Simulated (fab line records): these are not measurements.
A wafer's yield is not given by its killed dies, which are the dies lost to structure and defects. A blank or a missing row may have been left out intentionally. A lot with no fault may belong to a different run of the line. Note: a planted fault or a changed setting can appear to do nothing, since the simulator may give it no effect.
Which tool was responsible? | flow n5_finfet | 72 wafers from 24 lots sampled at 5 of the route's 1938 steps

== WHAT EACH GAUGE READ, for each wafer ==
N5_WELL_APT_OVL_MEAS_26.
lot  | measured    | on         | PWELL_OVL (nm)
L074 | day 1 15:05 | overlay-01 | 0 3 4
L075 | day 1 20:52 | overlay-02 | -3 -2 11
L076 | day 2 03:19 | overlay-01 | 10 12 4
L077 | day 2 08:50 | overlay-02 | 8 5 10
L078 | day 2 15:00 | overlay-02 | -1 1 -2
L079 | day 2 20:58 | overlay-02 | 2 1 3
L080 | day 3 03:26 | overlay-01 | 10 0 6
L081 | day 3 08:58 | overlay-01 | -2 0 5
L082 | day 3 14:50 | overlay-02 | -5 0 1
L083 | day 3 20:55 | overlay-01 | 7 6 9
L084 | day 4 03:08 | overlay-01 | 4 -4 -1
L085 | day 4 08:44 | overlay-01 | 5 1 -2
L086 | day 4 15:02 | overlay-02 | 1 -1 8
L087 | day 4 21:32 | overlay-02 | -6 7 0
L088 | day 5 03:16 | overlay-02 | 5 10 2
L089 | day 5 09:24 | overlay-02 | 3 8 3
L090 | day 5 15:13 | overlay-02 | 15 6 10
L091 | day 5 20:58 | overlay-01 | 6 -3 8
L092 | day 6 03:05 | overlay-01 | 4 8 8
L093 | day 6 08:58 | overlay-02 | 8 4 8
L094 | day 6 14:53 | overlay-01 | 5 7 2
L095 | day 6 21:04 | overlay-02 | 3 1 2
L096 | day 7 02:58 | overlay-02 | -4 1 3
L097 | day 7 10:40 | overlay-02 | 0 3 3

N5_FIN_SAQP_OCD_MEAS_76.
lot  | measured    | on     | trench_depth_nm (nm)
L074 | day 2 02:53 | ocd-02 | 118.6 118.5 121.3
L075 | day 2 07:55 | ocd-01 | 119.3 119.3 121.2
L076 | day 2 14:28 | ocd-02 | 119.9 118.8 122.1
L077 | day 2 20:16 | ocd-01 | 119.8 118.9 120.4
L078 | day 3 02:46 | ocd-01 | 117.7 118.5 120.3
L079 | day 3 08:57 | ocd-01 | 118.1 116.0 117.0
L080 | day 3 14:34 | ocd-01 | 119.9 120.9 122.2
L081 | day 3 20:47 | ocd-02 | 122.6 121.7 119.7
L082 | day 4 03:01 | ocd-02 | 120.8 121.3 121.3
L083 | day 4 09:59 | ocd-01 | 122.8 120.0 123.5
L084 | day 4 17:13 | ocd-01 | 118.0 120.2 119.9
L085 | day 4 21:37 | ocd-02 | 118.9 120.5 118.9
L086 | day 5 05:32 | ocd-01 | 122.2 119.5 117.6
L087 | day 5 12:57 | ocd-02 | 119.9 119.1 117.9
L088 | day 5 15:32 | ocd-02 | 118.0 117.9 119.2
L089 | day 5 23:10 | ocd-02 | 119.2 119.1 118.1
L090 | day 6 02:28 | ocd-02 | 118.7 118.0 120.1
L091 | day 6 10:08 | ocd-02 | 119.4 117.4 119.1
L092 | day 6 16:19 | ocd-02 | 121.8 118.6 119.2
L093 | day 6 21:10 | ocd-02 | 118.9 119.6 117.7
L094 | day 7 04:05 | ocd-01 | 122.9 122.8 119.4
L095 | day 7 09:56 | ocd-01 | 121.3 124.7 118.6
L096 | day 7 17:14 | ocd-02 | 120.0 122.6 121.2
L097 | day 7 23:17 | ocd-02 | 119.5 119.6 120.9

== WHAT TOOL EACH LOT RAN ON (gives the tool, then ch and the chambers of the sampled wafers, and finally the start) ==
lot  | N5_PMOS_HMC_CHANNEL_EPI_EPI_26 | N5_FIN_SAQP_STRIP_55              | N5_FIN_SAQP_MANDREL1_REMOVE_56
L074 | epi_rpcvd-04 ch 0, day 1 20:08 | rie_diel-05 ch 0,1,3, day 1 22:16 | rie_si-01 ch 1,3, day 2 00:38
L075 | epi_rpcvd-02 ch 0, day 2 01:35 | rie_diel-05 ch 0,1,3, day 2 04:03 | rie_si-01 ch 0,2, day 2 05:42
L076 | epi_rpcvd-02 ch 0, day 2 08:22 | rie_diel-02 ch 1,2, day 2 10:26   | rie_si-01 ch 0,2,3, day 2 12:10
L077 | epi_rpcvd-04 ch 0, day 2 14:10 | rie_diel-02 ch 0,1,2, day 2 16:07 | rie_si-01 ch 0,2,3, day 2 17:49
L078 | epi_rpcvd-02 ch 0, day 2 19:55 | rie_diel-03 ch 0,3, day 2 22:55   | rie_si-01 ch 2,3, day 3 00:26
L079 | epi_rpcvd-01 ch 0, day 3 02:58 | rie_diel-03 ch 1,2,3, day 3 04:58 | rie_si-01 ch 0,1,3, day 3 06:33
L080 | epi_rpcvd-04 ch 0, day 3 08:36 | rie_diel-03 ch 0,1, day 3 10:46   | rie_si-04 ch 0,1,2, day 3 12:19
L081 | epi_rpcvd-02 ch 0, day 3 13:47 | rie_diel-03 ch 2,3, day 3 16:22   | rie_si-04 ch 1,3, day 3 18:23
L082 | epi_rpcvd-04 ch 0, day 3 21:08 | rie_diel-03 ch 1,2,3, day 3 23:10 | rie_si-01 ch 0,3, day 4 00:48
L083 | epi_rpcvd-02 ch 0, day 4 03:13 | rie_diel-05 ch 1,2,3, day 4 05:43 | rie_si-03 ch 0,1, day 4 07:22
L084 | epi_rpcvd-01 ch 0, day 4 09:34 | rie_diel-03 ch 0,1,2, day 4 11:55 | rie_si-03 ch 1,2,3, day 4 14:40
L085 | epi_rpcvd-02 ch 0, day 4 14:26 | rie_diel-05 ch 0,1,3, day 4 16:54 | rie_si-04 ch 1,2, day 4 18:39
L086 | epi_rpcvd-04 ch 0, day 4 20:18 | rie_diel-05 ch 0,1, day 4 23:05   | rie_si-03 ch 0,2, day 5 00:57
L087 | epi_rpcvd-04 ch 0, day 5 02:32 | rie_diel-02 ch 0,1,3, day 5 06:48 | rie_si-04 ch 0,1, day 5 08:20
L088 | epi_rpcvd-04 ch 0, day 5 08:19 | rie_diel-02 ch 0,1, day 5 11:13   | rie_si-03 ch 0,2,3, day 5 13:07
L089 | epi_rpcvd-04 ch 0, day 5 15:06 | rie_diel-05 ch 0,1,3, day 5 18:20 | rie_si-03 ch 1,2, day 5 20:07
L090 | epi_rpcvd-02 ch 0, day 5 20:15 | rie_diel-05 ch 1,3, day 5 22:38   | rie_si-04 ch 0,3, day 6 00:11
L091 | epi_rpcvd-02 ch 0, day 6 01:56 | rie_diel-03 ch 0,2,3, day 6 04:38 | rie_si-04 ch 0,1,3, day 6 07:26
L092 | epi_rpcvd-04 ch 0, day 6 08:44 | rie_diel-03 ch 0,1,2, day 6 12:13 | rie_si-01 ch 1,2,3, day 6 13:50
L093 | epi_rpcvd-02 ch 0, day 6 14:02 | rie_diel-03 ch 1,2,3, day 6 16:56 | rie_si-04 ch 0,1,2, day 6 18:43
L094 | epi_rpcvd-04 ch 0, day 6 21:17 | rie_diel-05 ch 0,3, day 6 23:31   | rie_si-04 ch 2,3, day 7 01:22
L095 | epi_rpcvd-02 ch 0, day 7 02:07 | rie_diel-03 ch 1,2,3, day 7 04:55 | rie_si-03 ch 0,1,2, day 7 07:40
L096 | epi_rpcvd-02 ch 0, day 7 10:41 | rie_diel-03 ch 1,3, day 7 13:11   | rie_si-03 ch 0,2,3, day 7 14:42
L097 | epi_rpcvd-02 ch 0, day 7 16:14 | rie_diel-02 ch 0,1, day 7 18:39   | rie_si-04 ch 2,3, day 7 20:46
- N5_PMOS_HMC_CHANNEL_EPI_EPI_26: deposits Si from SiH4/H2, target thk 3.8 nm, time 22.7 s.
- N5_FIN_SAQP_STRIP_55: strips in N2/H2.
- N5_FIN_SAQP_MANDREL1_REMOVE_56: chemistry HBr/Cl2/O2, target a-Si, stops on SiNx, bt time 10 s.

== WHAT THE TOOLS THEMSELVES READ (means of the sampled wafers that have a number; where no wafer has one, the mark that the record gives instead) ==
N5_PMOS_HMC_CHANNEL_EPI_EPI_26.
lot  | tool         | throttle_valve_pct (%)
L074 | epi_rpcvd-04 | 10.8
L075 | epi_rpcvd-02 | 11.4
L076 | epi_rpcvd-02 | 11.4
L077 | epi_rpcvd-04 | 10.8
L078 | epi_rpcvd-02 | 11.4
L079 | epi_rpcvd-01 | 11.8
L080 | epi_rpcvd-04 | 11.0
L081 | epi_rpcvd-02 | 11.4
L082 | epi_rpcvd-04 | 10.9
L083 | epi_rpcvd-02 | 11.3
L084 | epi_rpcvd-01 | 11.9
L085 | epi_rpcvd-02 | 11.2
L086 | epi_rpcvd-04 | 11.0
L087 | epi_rpcvd-04 | 10.8
L088 | epi_rpcvd-04 | 10.9
L089 | epi_rpcvd-04 | 10.8
L090 | epi_rpcvd-02 | 11.2
L091 | epi_rpcvd-02 | 11.4
L092 | epi_rpcvd-04 | 10.9
L093 | epi_rpcvd-02 | 11.3
L094 | epi_rpcvd-04 | 11.0
L095 | epi_rpcvd-02 | 11.5
L096 | epi_rpcvd-02 | 11.5
L097 | epi_rpcvd-02 | 11.2

N5_FIN_SAQP_STRIP_55.
lot  | tool        | drypump_motor_current_A (A) | oes_product_au (a.u.) | rf_vpp_V (V) | showerhead_plenum_p_Torr (Torr) | throttle_valve_pct (%)
L074 | rie_diel-05 | 5.8                         | 0.73                  | 122.3        | 3.49                            | 19.03
L075 | rie_diel-05 | 5.8                         | 0.74                  | 121.1        | 3.49                            | 19.00
L076 | rie_diel-02 | 5.7                         | 0.75                  | 122.4        | 3.39                            | 19.18
L077 | rie_diel-02 | 5.9                         | 0.76                  | 122.1        | 3.32                            | 18.99
L078 | rie_diel-03 | 6.2                         | 0.72                  | 122.3        | 3.35                            | 18.82
L079 | rie_diel-03 | 6.0                         | 0.76                  | 122.7        | 3.36                            | 18.77
L080 | rie_diel-03 | 6.3                         | 0.76                  | 121.4        | 3.36                            | 18.73
L081 | rie_diel-03 | 5.7                         | 0.72                  | 120.6        | 3.33                            | 18.88
L082 | rie_diel-03 | 5.9                         | 0.75                  | 120.8        | 3.35                            | 18.76
L083 | rie_diel-05 | 5.7                         | 0.71                  | 122.7        | 3.42                            | 19.03
L084 | rie_diel-03 | 6.0                         | 0.73                  | 123.1        | 3.34                            | 18.85
L085 | rie_diel-05 | 5.8                         | 0.72                  | 122.2        | 3.48                            | 19.04
L086 | rie_diel-05 | 5.6                         | 0.72                  | 122.5        | 3.46                            | 18.80
L087 | rie_diel-02 | 5.9                         | 0.80                  | 121.0        | 3.30                            | 18.81
L088 | rie_diel-02 | 6.1                         | 0.76                  | 119.9        | 3.24                            | 18.86
L089 | rie_diel-05 | 5.8                         | 0.71                  | 123.1        | 3.47                            | 19.05
L090 | rie_diel-05 | 5.6                         | 0.71                  | 121.8        | 3.47                            | 19.10
L091 | rie_diel-03 | 5.9                         | 0.69                  | 121.4        | 3.33                            | 18.88
L092 | rie_diel-03 | 6.1                         | 0.71                  | 122.4        | 3.33                            | 18.87
L093 | rie_diel-03 | 5.9                         | 0.73                  | 122.1        | 3.34                            | 18.79
L094 | rie_diel-05 | 6.0                         | 0.71                  | 123.1        | 3.46                            | 19.04
L095 | rie_diel-03 | 5.9                         | 0.73                  | 121.5        | 3.34                            | 18.82
L096 | rie_diel-03 | 6.2                         | 0.76                  | 120.5        | 3.36                            | 18.70
L097 | rie_diel-02 | 5.7                         | 0.74                  | 122.3        | 3.37                            | 18.96

N5_FIN_SAQP_MANDREL1_REMOVE_56.
lot  | tool      | HBr_flow_sccm (sccm) | drypump_motor_current_A (A) | mfc_cl2_sccm (sccm) | oes_product_au (a.u.) | throttle_valve_pct (%)
L074 | rie_si-01 | 149.7                | 5.44                        | 79.87               | 0.993                 | 36.74
L075 | rie_si-01 | 150.5                | 5.75                        | 80.10               | 1.017                 | 36.75
L076 | rie_si-01 | 150.2                | 5.65                        | 79.83               | 1.002                 | 36.59
L077 | rie_si-01 | 149.8                | 5.64                        | 79.95               | 1.007                 | 36.58
L078 | rie_si-01 | 150.0                | 5.52                        | 80.13               | 0.977                 | 36.41
L079 | rie_si-01 | 150.4                | 5.55                        | 80.20               | 0.984                 | 36.71
L080 | rie_si-04 | 149.8                | 5.25                        | 80.33               | 0.986                 | 36.69
L081 | rie_si-04 | 150.6                | 5.37                        | 79.94               | 0.995                 | 36.95
L082 | rie_si-01 | 150.2                | 5.52                        | 80.00               | 0.973                 | 36.53
L083 | rie_si-03 | 149.2                | 5.71                        | 80.02               | 0.994                 | 36.90
L084 | rie_si-03 | 150.2                | 5.28                        | 79.84               | 0.978                 | 36.43
L085 | rie_si-04 | 150.2                | 5.29                        | 80.02               | 0.986                 | 36.72
L086 | rie_si-03 | 150.3                | 5.83                        | 79.90               | 0.983                 | 36.72
L087 | rie_si-04 | 150.2                | 5.21                        | 80.00               | 0.981                 | 36.63
L088 | rie_si-03 | 150.1                | 5.54                        | 80.05               | 0.989                 | 36.64
L089 | rie_si-03 | 150.1                | 5.31                        | 79.77               | 0.985                 | 36.33
L090 | rie_si-04 | 150.1                | 5.40                        | 79.93               | 0.984                 | 36.80
L091 | rie_si-04 | 149.8                | 5.33                        | 80.12               | 0.983                 | 36.80
L092 | rie_si-01 | 149.6                | 5.55                        | 79.97               | 0.991                 | 36.60
L093 | rie_si-04 | 150.0                | 5.24                        | 80.11               | 0.983                 | 36.68
L094 | rie_si-04 | 150.0                | 5.36                        | 80.37               | 0.990                 | 36.73
L095 | rie_si-03 | 149.6                | 5.54                        | 80.09               | 0.994                 | 36.51
L096 | rie_si-03 | 150.1                | 5.55                        | 79.89               | 0.985                 | 36.62
L097 | rie_si-04 | 150.3                | 5.43                        | 79.97               | 0.993                 | 36.86

== THE ANSWER, worked out from the rows above alone ==
Rule: what is usual is taken from the lots themselves. Put in order of their means at a reading, lots are off if they are a third of the lots or fewer, leave a main group of 4 or more, and stand apart from it by a gap of 3 or more times the standard deviation of the main group's means; of several such gaps the widest counts. A main group is skipped when, at the precision printed for the reading in the tables above, its means are all equal. Also off: a lot with no number at a reading for which 4 or more lots have one. Any other lot the step has rows for is counted as sound. Order of review: gauges by route order, followed by the tools' own readings, for which a lot's mean as printed above is used. At the first step where some lot is off, the reading lying furthest off is the one used; lots without a number count as furthest.
No lot is off on any of the readings shown, so nothing can be concluded from this.

== WHAT THE SIMULATOR PUT IN ==
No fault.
